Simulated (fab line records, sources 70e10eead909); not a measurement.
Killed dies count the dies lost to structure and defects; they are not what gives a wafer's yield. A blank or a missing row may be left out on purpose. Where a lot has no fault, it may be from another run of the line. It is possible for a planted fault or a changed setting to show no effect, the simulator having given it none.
Which of the tools did it?	flow nand harc	14 lots, 42 wafers sampled, at 4 steps of a route of 1302

## WHAT EACH GAUGE READ, for each wafer
NHARC_A_WL_FILL_INSPECT_15.
lot	measured	on	raw defect count
L883	day 20 13:08	defect inspect-01	269 419 370
L884	day 22 00:55	defect inspect-02	580 402 430
L885	day 21 21:28	defect inspect-01	593 433 626
L887	day 23 18:39	defect inspect-02	353 389 416
L886	day 23 15:36	defect inspect-02	364 244 435
L888	day 23 07:45	defect inspect-01	317 448 280
L899	day 26 21:12	defect inspect-02	478 688 524
L898	day 27 00:28	defect inspect-02	388 399 381
L900	day 28 07:23	defect inspect-01	297 313 347
L901	day 28 19:19	defect inspect-02	431 465 630
L902	day 29 08:40	defect inspect-02	353 436 326
L903	day 29 08:40	defect inspect-01	568 438 493
L904	day 29 19:44	defect inspect-01	540 375 429
L905	day 29 19:41	defect inspect-02	790 560 471

## WHAT TOOL EACH LOT RAN ON (gives the tool, then ch and the chambers of the sampled wafers, and finally the start)
lot	NHARC_A_WL_FILL_STRIP_27	NHARC_A_WL_FILL_CVD_23	NHARC_A_WL_FILL_ALD_19
L883	plasma asher-01 ch 0,1, day 19 16:08	lpcvd poly-02 ch 0, day 20 09:28	ald metal-03 ch 0,1,2, day 20 12:20
L884	plasma asher-02 ch 0,1, day 20 22:18	lpcvd poly-02 ch 0, day 21 21:11	ald metal-01 ch 0,1, day 22 00:04
L885	plasma asher-01 ch 0,1, day 21 02:02	lpcvd poly-03 ch 0, day 21 17:47	ald metal-02 ch 0,1,3, day 21 20:35
L887	plasma asher-02 ch 0,1, day 21 11:18	lpcvd poly-03 ch 0, day 23 14:56	ald metal-03 ch 2,3, day 23 17:46
L886	plasma asher-01 ch 0,1, day 21 11:19	lpcvd poly-02 ch 0, day 23 11:53	ald metal-01 ch 0,1,2, day 23 14:44
L888	plasma asher-01 ch 0,1, day 22 09:35	lpcvd poly-02 ch 0, day 23 04:01	ald metal-02 ch 0,2,3, day 23 06:56
L899	plasma asher-02 ch 0,1, day 26 04:43	lpcvd poly-03 ch 0, day 26 17:32	ald metal-01 ch 2,3, day 26 20:23
L898	plasma asher-01 ch 0,1, day 26 08:24	lpcvd poly-02 ch 0, day 26 20:47	ald metal-03 ch 1,2, day 26 23:37
L900	plasma asher-02 ch 0, day 27 14:49	lpcvd poly-02 ch 0, day 28 03:41	ald metal-03 ch 0,2,3, day 28 06:34
L901	plasma asher-02 ch 0,1, day 28 02:48	lpcvd poly-04 ch 0, day 28 15:33	ald metal-03 ch 0,2,3, day 28 18:26
L902	plasma asher-02 ch 0,1, day 28 14:08	lpcvd poly-04 ch 0, day 29 04:59	ald metal-01 ch 0,2,3, day 29 07:50
L903	plasma asher-01 ch 0,1, day 28 14:20	lpcvd poly-04 ch 0, day 29 04:59	ald metal-02 ch 1,2,3, day 29 07:52
L904	plasma asher-02 ch 0,1, day 29 01:44	lpcvd poly-03 ch 0, day 29 16:01	ald metal-02 ch 0,1,2, day 29 18:52
L905	plasma asher-01 ch 0,1, day 29 01:57	lpcvd poly-03 ch 0, day 29 16:01	ald metal-01 ch 1,2,3, day 29 18:51
- NHARC_A_WL_FILL_STRIP_27: strips in N2/H2, time 20 s.
- NHARC_A_WL_FILL_CVD_23: deposits poly-Si, target thk 40 nm, time 800 s.
- NHARC_A_WL_FILL_ALD_19: deposits TiN, target thk 2 nm, pulse time 3 s, ald cycles 100.

## AS READ BY THE TOOLS THEMSELVES (means over the sampled wafers that have a number; for cases with no such wafer, the mark the record gives instead)
NHARC_A_WL_FILL_STRIP_27.
lot	tool	drypump motor current A (A)	heater power w (W)
L883	plasma asher-01	5.9	356
L884	plasma asher-02	5.6	345
L885	plasma asher-01	5.9	353
L887	plasma asher-02	5.7	322
L886	plasma asher-01	6.2	355
L888	plasma asher-01	5.9	355
L899	plasma asher-02	5.7	333
L898	plasma asher-01	6.2	342
L900	plasma asher-02	5.8	316
L901	plasma asher-02	5.6	348
L902	plasma asher-02	5.6	353
L903	plasma asher-01	5.9	337
L904	plasma asher-02	5.7	333
L905	plasma asher-01	6.2	346

NHARC_A_WL_FILL_CVD_23.
lot	tool	spike tc lower C (C)
L883	lpcvd poly-02	619.8
L884	lpcvd poly-02	619.0
L885	lpcvd poly-03	622.3
L887	lpcvd poly-03	621.1
L886	lpcvd poly-02	619.4
L888	lpcvd poly-02	620.1
L899	lpcvd poly-03	622.0
L898	lpcvd poly-02	620.3
L900	lpcvd poly-02	620.6
L901	lpcvd poly-04	620.2
L902	lpcvd poly-04	620.2
L903	lpcvd poly-04	621.5
L904	lpcvd poly-03	621.0
L905	lpcvd poly-03	621.8

NHARC_A_WL_FILL_ALD_19.
lot	tool	heater power w (W)	precursor pulse height rel
L883	ald metal-03	977	0.984
L884	ald metal-01	1183	1.002
L885	ald metal-02	1106	1.000
L887	ald metal-03	1003	1.004
L886	ald metal-01	1163	0.997
L888	ald metal-02	1088	1.004
L899	ald metal-01	1245	1.002
L898	ald metal-03	988	0.993
L900	ald metal-03	1017	1.006
L901	ald metal-03	1030	1.006
L902	ald metal-01	1201	1.002
L903	ald metal-02	1181	1.003
L904	ald metal-02	1123	1.004
L905	ald metal-01	1263	1.004

## THE ANSWER, worked out from the rows above alone
Rule: usual is defined by the lots themselves. The widest of any qualifying gaps counts: lots, ordered by their means at a reading, are off when they make up no more than a third of the lots, leave a main group of 4 or more, and stand apart from it by 3 or more times the standard deviation of that group's means. A main group whose means are all the same, to the digits that the tables above print for the reading, isn't used. A lot without any number at a reading at which 4 lots or more have one is off too. Where the step has rows for the other lots, those lots are counted as sound. The gauges are gone through in route order, then the tools' own readings, and for those a lot's mean is taken as printed above. The first step at which some lot is off is used, and at that step the reading that is off furthest; a lot without a number counts as furthest.
No lot is off at any reading shown: from this, nothing can be told.

## WHAT THE SIMULATOR HAD INSERTED
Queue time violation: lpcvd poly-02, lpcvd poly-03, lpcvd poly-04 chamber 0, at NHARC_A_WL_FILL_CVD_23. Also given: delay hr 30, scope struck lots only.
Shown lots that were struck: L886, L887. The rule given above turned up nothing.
